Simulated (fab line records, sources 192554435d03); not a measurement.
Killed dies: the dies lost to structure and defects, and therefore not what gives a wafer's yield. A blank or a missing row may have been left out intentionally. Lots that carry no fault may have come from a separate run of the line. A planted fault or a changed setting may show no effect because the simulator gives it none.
Comparing a struck lot with a sound one || flow n5Finfet || 27 out of 1938 route steps
Sound: these wafers, L407.3, L407.4, L407.6. Struck: wafer L418.2. (L418.1, L418.6 of the same lot were not struck and are left out.) The cause comes at the end.
At each step with rows: each side's tool, then ch and its chambers, then its first start. Under that, the readings that differ: sound wafers || struck wafers || difference of the means || sigmas: that difference in standard deviations of wafers without a fault.
alike: readings with means less than 2 such deviations apart, plus words and numbers identical on both sides. not compared: withheld readings, readings lacking a value on some wafer, bounds such as >300 that could conceal the same value, and numbers that have no deviation in the record and whose values overlap.
The two part at a step that has a row with sigmas, a row that says differs or no value, or rows on one side only. Non-overlapping numbers with no deviation appear without sigmas and do not part them. A reading that every wafer of one side lacks parts them only if that side has two wafers or more.

first, 1 step without rows for these wafers: N5_STI_FIN_REVEAL_CMP_04 (polishes, stops on Si3N4, t overpolish 4 s, target thk 131.83 nm).
N5_STI_FIN_REVEAL_THK_MEAS_05:
  sound: filmMetro-02 at day 4 17:37; struck: filmMetro-01 at day 7 09:55
  alike: thkNm
N5_STI_FIN_REVEAL_DENSIFY_30:
  sound on rtpAnneal-02 ch 0, day 4 17:43; struck on rtpAnneal-01 ch 0, day 7 09:56
{"reading": "lampPowerPct (%)", "sound": "11.53 11.59 11.46", "struck": 11.65, "difference": "+0.12", "sigmas": "+2"}
  alike: lamp_zone_4_pct, lamp_zone_6_pct
  not compared: wafer_temp_C_max
N5_STI_FIN_REVEAL_ETCHBACK_08: etches SiO2 in C4F6/O2, target depth 30.5 nm, time 10.167 s.
  sound on rieDiel-05 ch 0,1,2, day 4 17:53; struck on rieDiel-05 ch 3, day 7 10:10
  alike: O2_flow_sccm, biasW, drypumpMotorCurrentA, oesProductAu, rfVppV, showerheadPlenumPTorr, throttleValvePct
  not compared: rfHoursCounterH
then, 5 steps without rows for these wafers: N5_STI_FIN_REVEAL_STRIP_24 (strips in N2/H2, time 90 s); N5_STI_FIN_REVEAL_PRECLEAN_25 (cleans in SPM, time 90 s); N5_STI_FIN_REVEAL_PRECLEAN_26 (cleans in SC1, time 45 s); N5_STI_FIN_REVEAL_PRECLEAN_29 (cleans in DHF, time 30 s); N5_STI_FIN_REVEAL_SRD_12 (time 30 s).
N5_STI_FIN_REVEAL_RECESS_09: chemistry HF/NH3, target SiO2, afs cycles 11, target depth 42.5 nm, sublimation time 60 s.
  sound on vaporEtch-02 ch 0,1, day 4 18:40; struck on vaporEtch-02 ch 0, day 7 10:25
  alike: drypumpMotorCurrentA, sublimationTempC
then, 2 steps without rows for these wafers: N5_STI_FIN_REVEAL_STRIP_16 (strips SiNx in H3PO4, target depth 23.8 nm); N5_STI_FIN_REVEAL_PRECLEAN_17 (cleans in NF3:NH3, afs cycles 1, time 20 s, sublimation time 60 s).
N5_STI_FIN_REVEAL_ETCH_34: etches Si in H2, material Si, target depth 0.97 nm.
  sound on rieSi-02 ch 0,3, day 4 20:17; struck on rieSi-02 ch 2, day 7 12:30
{"reading": "oesProductAu (a.u.)", "sound": "1.004 1.004 1.015", "struck": 0.956, "difference": -0.052, "sigmas": -3}
  alike: drypumpMotorCurrentA, throttleValvePct
  not compared: rfHoursCounterH
N5_STI_FIN_REVEAL_OXIDATION_31: chemistry O2 PLASMA REMOTE, time 20 s.
  sound on plasmaAsher-01 ch 0,1, day 4 20:23; struck on plasmaAsher-01 ch 0, day 7 12:34
{"reading": "rfHoursCounterH (h)", "sound": "- - -", "struck": 52, "difference": "no value on the sound wafers", "sigmas": ""}
  alike: drypumpMotorCurrentA, heaterPowerW
then, 3 steps without rows for these wafers: N5_STI_FIN_REVEAL_PRECLEAN_32 (cleans in NF3:NH3, afs cycles 1, time 20 s, sublimation time 60 s); N5_STI_FIN_REVEAL_STRIP_35 (strips Si3N4 in H3PO4, target depth 4 nm, time 39 s); N5_STI_FIN_REVEAL_SRD_21 (time 30 s).
N5_STI_FIN_REVEAL_OXIDATION_33: chemistry O2 PLASMA REMOTE, time 20 s.
  sound on plasmaAsher-02 ch 0,1, day 4 20:44; struck on plasmaAsher-01 ch 0, day 7 13:18
{"reading": "rfHoursCounterH (h)", "sound": "- - -", "struck": 53, "difference": "no value on the sound wafers", "sigmas": ""}
  alike: drypumpMotorCurrentA, heaterPowerW
then, 2 steps without rows for these wafers: N5_STI_FIN_REVEAL_CLEAN_19 (cleans in O3/DIW, time 120 s); N5_STI_FIN_REVEAL_SRD_23 (time 30 s).
N5_STI_FIN_REVEAL_CD_MEAS_22: target cd 6.238 nm, pitch 28 nm.
  sound: cdSem-01 at day 4 20:52; struck: cdSem-01 at day 7 13:28
  alike: cdNm
N5_STI_FIN_REVEAL_FIN_H_MEAS_10:
  sound: ocd-01 at day 4 20:54; struck: ocd-02 at day 7 13:30
  alike: trenchDepthNm
then, 2 steps without rows for these wafers: N5_STI_FIN_REVEAL_PRECLEAN_18 (cleans in SC2, time 45 s); N5_STI_FIN_REVEAL_SRD_28 (time 30 s).
N5_STI_FIN_REVEAL_INSPECT_13: inspects for defects (darkfield).
  sound: defectInspect-02 at day 4 20:59; struck: defectInspect-01 at day 7 13:35
{"reading": "rawDefectCount", "sound": "16 11 19", "struck": 312, "difference": "+297", "sigmas": "+59"}
then, 1 step without rows for these wafers: N5_DUMMY_GATE_PRECLEAN_00 (cleans in O3/DIW, time 60 s).
-- the record jumps here: 12 days lie between the struck wafers' starts before and after (it left off in module DUMMY_GATE and takes up again in module PASSIVATION, whose first step shown is number 1936 of the route) --
N5_PASSIVATION_PROBE_49:
  sound: prober-01 at day 16 06:04; struck: prober-01 at day 19 06:14
{"reading": "killedAtFrontEnd", "sound": "31 43 31", "struck": 122, "difference": "+87", "sigmas": "+7"}
{"reading": "killedDies", "sound": "96 92 96", "struck": 178, "difference": "+83", "sigmas": "+5"}
{"reading": "killedOnRim", "sound": "8 15 13", "struck": 22, "difference": "+10", "sigmas": "+3"}
  alike: killed_at_M0_to_M3, killed_at_M4_up, killedAtContacts, killedAtOther, killedOpen, killedShort

== WHERE THEY PART ==
Earliest at N5_STI_FIN_REVEAL_DENSIFY_30; latest, in this record, at N5_PASSIVATION_PROBE_49.

WHY: whatever the simulator had introduced
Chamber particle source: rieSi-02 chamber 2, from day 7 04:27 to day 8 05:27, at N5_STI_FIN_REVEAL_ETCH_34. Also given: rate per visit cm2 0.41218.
